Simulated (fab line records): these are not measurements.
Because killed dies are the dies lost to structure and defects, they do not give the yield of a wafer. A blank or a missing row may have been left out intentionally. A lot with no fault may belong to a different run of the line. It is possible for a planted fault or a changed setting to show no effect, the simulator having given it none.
Chamber matching / flow nand-harc / rie-diel-11 running NHARC_A_STAIRCASE_DESCUM_252: 4 sister chambers
The step chemistry O2, time 3 s. 18 wafers are shown with their chamber, then 9 later ones without.

## WAFERS, EACH WITH ITS CHAMBER
wafer=L077.1; chamber=0; showerhead-plenum-p-Torr (Torr)=1.94; oes-product-au (a.u.)=0.999; throttle-valve-pct (%)=11.303
wafer=L077.4; chamber=2; showerhead-plenum-p-Torr (Torr)=1.94; oes-product-au (a.u.)=0.997; throttle-valve-pct (%)=11.311
wafer=L077.6; chamber=2; showerhead-plenum-p-Torr (Torr)=1.94; oes-product-au (a.u.)=0.998; throttle-valve-pct (%)=11.315
wafer=L076.1; chamber=1; showerhead-plenum-p-Torr (Torr)=1.80; oes-product-au (a.u.)=0.976; throttle-valve-pct (%)=11.312
wafer=L076.2; chamber=2; showerhead-plenum-p-Torr (Torr)=1.94; oes-product-au (a.u.)=0.986; throttle-valve-pct (%)=11.319
wafer=L076.5; chamber=3; showerhead-plenum-p-Torr (Torr)=1.89; oes-product-au (a.u.)=1.004; throttle-valve-pct (%)=11.311
wafer=L078.1; chamber=1; showerhead-plenum-p-Torr (Torr)=1.80; oes-product-au (a.u.)=0.968; throttle-valve-pct (%)=11.301
wafer=L078.3; chamber=0; showerhead-plenum-p-Torr (Torr)=1.94; oes-product-au (a.u.)=1.003; throttle-valve-pct (%)=11.312
wafer=L078.5; chamber=2; showerhead-plenum-p-Torr (Torr)=1.94; oes-product-au (a.u.)=0.996; throttle-valve-pct (%)=11.308
wafer=L079.4; chamber=3; showerhead-plenum-p-Torr (Torr)=1.89; oes-product-au (a.u.)=0.991; throttle-valve-pct (%)=11.319
wafer=L079.5; chamber=2; showerhead-plenum-p-Torr (Torr)=1.94; oes-product-au (a.u.)=0.987; throttle-valve-pct (%)=11.314
wafer=L079.6; chamber=3; showerhead-plenum-p-Torr (Torr)=1.89; oes-product-au (a.u.)=0.999; throttle-valve-pct (%)=11.324
wafer=L080.3; chamber=2; showerhead-plenum-p-Torr (Torr)=1.94; oes-product-au (a.u.)=0.995; throttle-valve-pct (%)=11.300
wafer=L080.4; chamber=1; showerhead-plenum-p-Torr (Torr)=1.80; oes-product-au (a.u.)=0.970; throttle-valve-pct (%)=11.309
wafer=L080.5; chamber=2; showerhead-plenum-p-Torr (Torr)=1.94; oes-product-au (a.u.)=0.994; throttle-valve-pct (%)=11.306
wafer=L084.1; chamber=0; showerhead-plenum-p-Torr (Torr)=1.93; oes-product-au (a.u.)=0.990; throttle-valve-pct (%)=11.315
wafer=L084.2; chamber=2; showerhead-plenum-p-Torr (Torr)=1.94; oes-product-au (a.u.)=0.993; throttle-valve-pct (%)=11.317
wafer=L084.3; chamber=1; showerhead-plenum-p-Torr (Torr)=1.79; oes-product-au (a.u.)=0.976; throttle-valve-pct (%)=11.304

SIGNATURES (means of the wafers above)
reading=showerhead-plenum-p-Torr; chamber 0=1.9367; chamber 1=1.7975; chamber 2=1.9400; chamber 3=1.8900; scatter within a chamber=0.00318
reading=oes-product-au; chamber 0=0.99733; chamber 1=0.97250; chamber 2=0.99325; chamber 3=0.99800; scatter within a chamber=0.00511
reading=throttle-valve-pct; chamber 0=11.31000; chamber 1=11.30650; chamber 2=11.31125; chamber 3=11.31800; scatter within a chamber=0.00607
Rule: a wafer lies at a distance from a chamber equal to the root of the sum of squares, over the readings, of (its reading less the chamber's mean, divided by the reading's scatter). If the next closest chamber is less than 2 further off than the closest, the wafer can't be placed; otherwise it belongs to the closest. How the scatter is found: for the shown wafers, subtract from each reading the mean of its chamber, square and add these, divide the total by (wafers less chambers), then take the root.

## WAFERS WITH NO CHAMBER GIVEN
wafer=L091.1; showerhead-plenum-p-Torr (Torr)=1.93; oes-product-au (a.u.)=1.001; throttle-valve-pct (%)=11.311
wafer=L091.2; showerhead-plenum-p-Torr (Torr)=1.79; oes-product-au (a.u.)=0.986; throttle-valve-pct (%)=11.323
wafer=L091.6; showerhead-plenum-p-Torr (Torr)=1.79; oes-product-au (a.u.)=0.988; throttle-valve-pct (%)=11.327
wafer=L093.3; showerhead-plenum-p-Torr (Torr)=1.93; oes-product-au (a.u.)=0.987; throttle-valve-pct (%)=11.312
wafer=L093.5; showerhead-plenum-p-Torr (Torr)=1.88; oes-product-au (a.u.)=1.002; throttle-valve-pct (%)=11.312
wafer=L093.6; showerhead-plenum-p-Torr (Torr)=1.93; oes-product-au (a.u.)=0.989; throttle-valve-pct (%)=11.309
wafer=L094.2; showerhead-plenum-p-Torr (Torr)=1.93; oes-product-au (a.u.)=0.994; throttle-valve-pct (%)=11.312
wafer=L094.3; showerhead-plenum-p-Torr (Torr)=1.92; oes-product-au (a.u.)=0.996; throttle-valve-pct (%)=11.292
wafer=L094.4; showerhead-plenum-p-Torr (Torr)=1.88; oes-product-au (a.u.)=0.999; throttle-valve-pct (%)=11.318

## CHAMBER TAKEN BY EACH
wafer=L091.1; from the rows above=can't be placed: 0 or 2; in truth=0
wafer=L091.2; from the rows above=1; in truth=1
wafer=L091.6; from the rows above=1; in truth=1
wafer=L093.3; from the rows above=can't be placed: 0 or 2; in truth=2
wafer=L093.5; from the rows above=3; in truth=3
wafer=L093.6; from the rows above=can't be placed: 0 or 2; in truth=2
wafer=L094.2; from the rows above=can't be placed: 0 or 2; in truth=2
wafer=L094.3; from the rows above=can't be placed: 0 or 2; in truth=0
wafer=L094.4; from the rows above=3; in truth=3
Placed correctly: 4 of 9. Unplaceable from these rows: 5, with the true chamber sitting among the candidates in 5. Number placed wrongly: 0.
